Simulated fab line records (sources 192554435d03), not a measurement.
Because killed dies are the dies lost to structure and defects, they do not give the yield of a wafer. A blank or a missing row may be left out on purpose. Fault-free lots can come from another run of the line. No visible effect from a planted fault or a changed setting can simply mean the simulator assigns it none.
Which tool was responsible? | flow n5-finfet | 10 lots, 29 wafers sampled, at 4 steps of a route of 1938

WHAT THE GAUGES SHOWED, per wafer
N5_MOL_CONTACT_COAG_INSPECT_42: inspects for defects (brightfield).
lot  | measured     | on                | raw-defect-count
L714 | day 5 23:19  | defect-inspect-01 | 189 213 167
L715 | day 6 01:25  | defect-inspect-02 | 187 290 306
L720 | day 7 13:49  | defect-inspect-02 | 194 136
L722 | day 7 21:48  | defect-inspect-02 | 175 146 162
L727 | day 9 03:01  | defect-inspect-02 | 329 1323 210
L728 | day 9 11:14  | defect-inspect-02 | 198 199 152
L731 | day 10 02:25 | defect-inspect-02 | 1257 303 1283
L732 | day 10 07:29 | defect-inspect-02 | 1253 1204 1233
L733 | day 10 21:47 | defect-inspect-02 | 216 322 307
L734 | day 11 02:23 | defect-inspect-02 | 195 133 178

WHAT TOOL EACH LOT RAN ON (gives the tool, then ch and the chambers of the sampled wafers, and finally the start)
lot  | N5_MOL_CONTACT_COAG_ALD_131       | N5_MOL_CONTACT_COAG_ETCH_91        | N5_MOL_CONTACT_COAG_STRIP_119
L714 | ald-sin-03 ch 0,2,3, day 5 22:14  | rie-diel-04 ch 0,1, day 5 22:26    | plasma-asher-02 ch 0,1, day 5 22:45
L715 | ald-sin-03 ch 0,1,3, day 6 00:20  | rie-diel-01 ch 0,1,3, day 6 00:33  | plasma-asher-01 ch 0,1, day 6 00:52
L720 | ald-sin-04 ch 0,3, day 7 12:22    | rie-diel-05 ch 0,1, day 7 12:50    | plasma-asher-01 ch 0,1, day 7 13:08
L722 | ald-sin-02 ch 0,1,3, day 7 20:38  | rie-diel-01 ch 0,1,3, day 7 20:51  | plasma-asher-02 ch 0,1, day 7 21:10
L727 | ald-sin-02 ch 0,1, day 9 01:56    | rie-diel-04 ch 0,2,3, day 9 02:09  | plasma-asher-01 ch 0,1, day 9 02:28
L728 | ald-sin-04 ch 0,2, day 9 10:08    | rie-diel-01 ch 1,3, day 9 10:23    | plasma-asher-02 ch 0,1, day 9 10:41
L731 | ald-sin-03 ch 0,1,2, day 10 01:05 | rie-diel-04 ch 1,2,3, day 10 01:25 | plasma-asher-01 ch 0,1, day 10 01:46
L732 | ald-sin-03 ch 1,2, day 10 06:15   | rie-diel-01 ch 0,3, day 10 06:28   | plasma-asher-01 ch 0, day 10 06:47
L733 | ald-sin-02 ch 1,2,3, day 10 20:41 | rie-diel-04 ch 0,2,3, day 10 20:56 | plasma-asher-02 ch 0,1, day 10 21:14
L734 | ald-sin-04 ch 2,3, day 11 01:10   | rie-diel-05 ch 0,1,2, day 11 01:23 | plasma-asher-02 ch 0,1, day 11 01:42
- N5_MOL_CONTACT_COAG_ALD_131: deposits SiO2, target thk 5 nm, pulse time 1 s, co reactant pulse time 1 s.
- N5_MOL_CONTACT_COAG_ETCH_91: etches SOC in N2/H2, target depth 60 nm, overetch 21 nm, time 101.2 s.
- N5_MOL_CONTACT_COAG_STRIP_119: strips in N2/H2, time 30 s.

WHAT THE TOOLS THEMSELVES READ (means of the sampled wafers that have a number; where no wafer has one, the mark that the record gives instead)
N5_MOL_CONTACT_COAG_ALD_131.
lot  | tool       | heater-power-w (W) | precursor-pulse-height-rel | susceptor-temp-C (C)
L714 | ald-sin-03 | 81                 | 1.018                      | 99.84
L715 | ald-sin-03 | 78                 | 0.986                      | 99.98
L720 | ald-sin-04 | 89                 | 0.992                      | 100.11
L722 | ald-sin-02 | 78                 | 0.982                      | 99.90
L727 | ald-sin-02 | 72                 | 1.014                      | 100.10
L728 | ald-sin-04 | 79                 | 1.014                      | 100.06
L731 | ald-sin-03 | 79                 | 1.006                      | 100.10
L732 | ald-sin-03 | 83                 | 1.035                      | 99.99
L733 | ald-sin-02 | 81                 | 0.985                      | 99.98
L734 | ald-sin-04 | 89                 | 0.988                      | 100.07

N5_MOL_CONTACT_COAG_ETCH_91.
lot  | tool        | drypump-motor-current-A (A) | oes-product-au (a.u.) | rf-vpp-V (V) | showerhead-plenum-p-Torr (Torr) | throttle-valve-pct (%)
L714 | rie-diel-04 | 6.0                         | 0.65                  | 522.8        | 2.53                            | 17.70
L715 | rie-diel-01 | 5.7                         | 0.64                  | 525.1        | 2.57                            | 17.75
L720 | rie-diel-05 | 5.7                         | 0.64                  | 523.2        | 2.48                            | 17.87
L722 | rie-diel-01 | 5.7                         | 0.64                  | 526.0        | 2.57                            | 17.77
L727 | rie-diel-04 | 5.6                         | 0.67                  | 523.2        | 2.52                            | 17.74
L728 | rie-diel-01 | 5.3                         | 0.65                  | 522.9        | 2.50                            | 17.73
L731 | rie-diel-04 | 5.7                         | 0.66                  | 522.4        | 2.48                            | 17.91
L732 | rie-diel-01 | 5.8                         | 0.59                  | 524.7        | 2.52                            | 17.86
L733 | rie-diel-04 | 5.6                         | 0.66                  | 524.2        | 2.52                            | 17.75
L734 | rie-diel-05 | 5.6                         | 0.61                  | 522.8        | 2.50                            | 17.83

N5_MOL_CONTACT_COAG_STRIP_119.
lot  | tool            | drypump-motor-current-A (A) | heater-power-w (W)
L714 | plasma-asher-02 | 5.88                        | 343
L715 | plasma-asher-01 | 6.14                        | 310
L720 | plasma-asher-01 | 6.17                        | 307
L722 | plasma-asher-02 | 5.88                        | 341
L727 | plasma-asher-01 | 6.20                        | 317
L728 | plasma-asher-02 | 5.90                        | 340
L731 | plasma-asher-01 | 6.14                        | 308
L732 | plasma-asher-01 | 6.08                        | 291
L733 | plasma-asher-02 | 5.90                        | 338
L734 | plasma-asher-02 | 5.89                        | 337

THE ANSWER, worked out from the rows above alone
Rule: the usual values come from the lots themselves. Put in order of their means at a reading, lots are off if they are a third of the lots or fewer, leave a main group of 4 or more, and stand apart from it by a gap of 3 or more times the standard deviation of the main group's means; of several such gaps the widest counts. Not used: any main group whose means are identical at the precision the tables above print for the reading. Also off: a lot with no number at a reading for which 4 or more lots have one. Where the step has rows for the other lots, those lots are counted as sound. After the gauges, taken in route order, come the tools' own readings; for these a lot's mean is taken, as printed above. At the first step where some lot is off, the reading lying furthest off is the one used; lots without a number count as furthest.
Off: L727, L731, L732, at N5_MOL_CONTACT_COAG_INSPECT_42 (raw-defect-count). Main group: mean 201, sd 46.
A tool fits if, at a process step before that reading, it ran every lot that is off, and no sound lot after the first of them. Those tools and the gauges at N5_MOL_CONTACT_COAG_INSPECT_42 are tried in the same way. One fits: plasma-asher-01 at N5_MOL_CONTACT_COAG_STRIP_119. A fault onset in the window from L720 (day 7 13:08, its last sound lot) to L727 (day 9 02:28, its first lot off) fits.

WHAT THE SIMULATOR HAD INSERTED
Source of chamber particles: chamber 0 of plasma-asher-01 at N5_MOL_CONTACT_COAG_STRIP_119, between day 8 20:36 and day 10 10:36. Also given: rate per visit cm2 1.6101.
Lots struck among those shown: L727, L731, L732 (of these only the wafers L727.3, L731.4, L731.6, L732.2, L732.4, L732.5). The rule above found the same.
